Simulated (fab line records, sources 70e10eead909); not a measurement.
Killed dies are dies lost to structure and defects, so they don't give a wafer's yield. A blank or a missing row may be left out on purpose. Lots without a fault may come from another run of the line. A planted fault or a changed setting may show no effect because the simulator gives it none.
A struck lot beside a sound one | flow nand_harc | 41 steps out of a route of 1159
Sound: wafers L672.2, L672.4, L672.5. Struck: wafers L683.1, L683.5. (L683.6 of the same lot was not struck and is left out.) The cause comes at the end.
At each step with rows: each side's tool, then ch and its chambers, then its first start. Under that, the readings that differ: sound wafers | struck wafers | difference of the means | sigmas: that difference in standard deviations of wafers without a fault.
alike: readings whose means differ by less than 2 such deviations, and words and numbers that are the same on both sides. not compared: withheld readings, readings that some wafer has no value for, bounds like >300 that may hide the same value, and numbers for which the record gives no deviation and whose values overlap.
The two part at a step that has a row with sigmas, a row that says differs or no value, or rows on one side only. Numbers that don't overlap but have no deviation are shown without sigmas and don't part them. A reading that every wafer of one side lacks parts them only if that side has two wafers or more.

NHARC_P_M1_OVL_MEAS_10: pitch 260 nm.
  sound on overlay-01, day 6 20:42; struck on overlay-01, day 9 07:40
  alike: overlay_x_nm, overlay_y_nm
NHARC_P_M1_INSPECT_11:
  sound on defect_inspect-02, day 6 20:44; struck on defect_inspect-01, day 9 07:43
  alike: raw_defect_count
then, 2 steps without rows for these wafers: NHARC_P_M1_DESCUM_14 (chemistry O2, time 3 s); NHARC_P_M1_ETCH_35 (etches the open film in N2/H2, target depth 40 nm, overetch 12 nm, time 43.94 s).
NHARC_P_M1_ETCH_15: etches the open film in C4F8/Ar, target depth 182.5 nm, time 91.2 s.
  sound on rie_diel-11 ch 0,1; struck on rie_diel-11 ch 2,3
  alike: oes_product_au, rf_vpp_V
  not compared: rf_hours_counter_h
NHARC_P_M1_CD_MEAS_16:
  sound on cd_sem-02, day 6 21:07; struck on cd_sem-03, day 9 08:05
  alike: cd_nm
then, 5 steps without rows for these wafers: NHARC_P_M1_STRIP_18 (strips in N2/H2); NHARC_P_M1_ETCH_28 (etches the open film in CF4/N2, target depth 30 nm, time 72.99 s); NHARC_P_M1_STRIP_19 (strips in post etch residue remover, time 600 s); NHARC_P_M1_DEGAS_29 (time 60 s); NHARC_P_M1_PRE_CLEAN_30 (time 30 s).
NHARC_P_M1_PVD_20: deposits TaN, target thk 5 nm, time 8.06 s.
  sound on pvd_sputter-02; struck on pvd_sputter-02
  alike: throttle_valve_pct
NHARC_P_M1_PVD_21: deposits Cu, target thk 30 nm, time 20.49 s.
  sound on pvd_sputter-02, day 6 22:04; struck on pvd_sputter-02, day 9 09:02
  reading                | sound          | struck    | difference | sigmas
  throttle_valve_pct (%) | 27.9 31.4 31.7 | 27.8 27.8 | -2.5       | -2
then, 1 step without rows for these wafers: NHARC_P_M1_ECD_22 (material Cu, target thk 400 nm).
NHARC_P_M1_ANNEAL_31: time 90 s.
  sound on rtp_anneal-01 ch 0, day 6 22:37; struck on rtp_anneal-02 ch 0, day 9 09:38
  alike: wafer_temp_C_max
NHARC_P_M1_CMP_23: polishes, t overpolish 20 s, target thk 157.82 nm.
  sound on cmp-04 ch 0,3, day 6 22:56; struck on cmp-03 ch 2, day 9 10:01
  alike: motor_current_A, time_to_endpoint_s
then, 1 step without rows for these wafers: NHARC_P_M1_SRD_25.
NHARC_P_M1_INSPECT_27:
  sound on defect_inspect-02, day 6 23:22; struck on defect_inspect-02, day 9 10:27
  alike: raw_defect_count
then, 1 step without rows for these wafers: NHARC_P_M1_PRE_CLEAN_32 (time 12 s).
NHARC_P_M1_DEP_33: deposits SiCN, target thk 30 nm.
  sound on pecvd-02 ch 1,2, day 6 23:36; struck on pecvd-01 ch 2, day 9 10:36
  alike: heater_power_w
then, 10 steps without rows for these wafers: NHARC_P_M2_DEP_00 (deposits SiOC, target thk 182.5 nm); NHARC_P_M2_DEHYDRATE_01 (time 120 s); NHARC_P_M2_HMDS_02 (time 30 s); NHARC_P_M2_COAT_34 (time 65 s); NHARC_P_M2_COAT_03 (resist thk 90 nm); NHARC_P_M2_SOFTBAKE_04 (time 55 s); NHARC_P_M2_EBR_05; NHARC_P_M2_EXPOSE_06 (exposes mask P M2, target cd 170 nm); NHARC_P_M2_PEB_07 (peb time 65 s); NHARC_P_M2_DEVELOP_08 (develop time 35 s).
NHARC_P_M2_CD_MEAS_09: target cd 170 nm.
  the record has rows for the sound wafers here (cd_sem-02 ch 0, day 7 00:46) and none for the struck ones
NHARC_P_M2_OVL_MEAS_10: pitch 340 nm.
  the record has rows for the sound wafers here (overlay-01, day 7 00:51) and none for the struck ones
NHARC_P_M2_INSPECT_11:
  the record has rows for the sound wafers here (defect_inspect-01, day 7 00:53) and none for the struck ones
then, 3 steps without rows for these wafers: NHARC_P_M2_DESCUM_14 (chemistry O2, time 3 s); NHARC_P_M2_ETCH_35 (etches the open film in N2/H2, target depth 40 nm, overetch 12 nm, time 43.94 s); NHARC_P_M2_ETCH_15 (etches the open film in C4F8/Ar, target depth 182.5 nm, time 91.2 s).
NHARC_P_M2_CD_MEAS_16:
  the record has rows for the sound wafers here (cd_sem-01, day 7 01:16) and none for the struck ones
then, 3 steps without rows for these wafers: NHARC_P_M2_STRIP_18 (strips in N2/H2); NHARC_P_M2_ETCH_28 (etches the open film in CF4/N2, target depth 30 nm, time 72.99 s); NHARC_P_M2_STRIP_19 (strips in post etch residue remover, time 600 s).
-- the record jumps here: 14 days lie between the struck wafers' starts before and after (it left off in module P_M2 and takes up again in module END, whose first step shown is number 1159 of the route) --
NHARC_END_SORT_01:
  sound on prober-01 ch 0, day 20 17:10; struck on prober-01 ch 0, day 23 18:10
  reading                  | sound          | struck    | difference | sigmas
  defect_limited_yield (%) | 97.3 95.6 96.9 | 0 0       | -97        | -74
  killed_at_periphery      | 1 6 1          | 656 664   | +657       | +99 or more
  killed_dies              | 18 30 21       | 677 677   | +654       | +73
  sort_bin_2_pct (%)       | 1.2 1.8 0.9    | 97.0 98.1 | +96.2      | +99 or more
  sort_n_pass              | 659 647 656    | 0 0       | -654       | -73
  sort_rim_yield_pct (%)   | 93 92 97       | 0 0       | -94        | -30
  sort_yield_pct (%)       | 97.3 95.6 96.9 | 0 0       | -97        | -74
  alike: killed_at_array, killed_at_other, killed_open, killed_short, sort_bin_3_pct, sort_bin_4_pct

WHERE THEY PART
First at NHARC_P_M1_PVD_21; last, within this record, at NHARC_END_SORT_01.

WHY: what the simulator had put in
Process parameter drift: pvd_sputter-02, from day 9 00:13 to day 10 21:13, at NHARC_P_M1_PVD_21. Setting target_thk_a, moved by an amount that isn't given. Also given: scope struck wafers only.
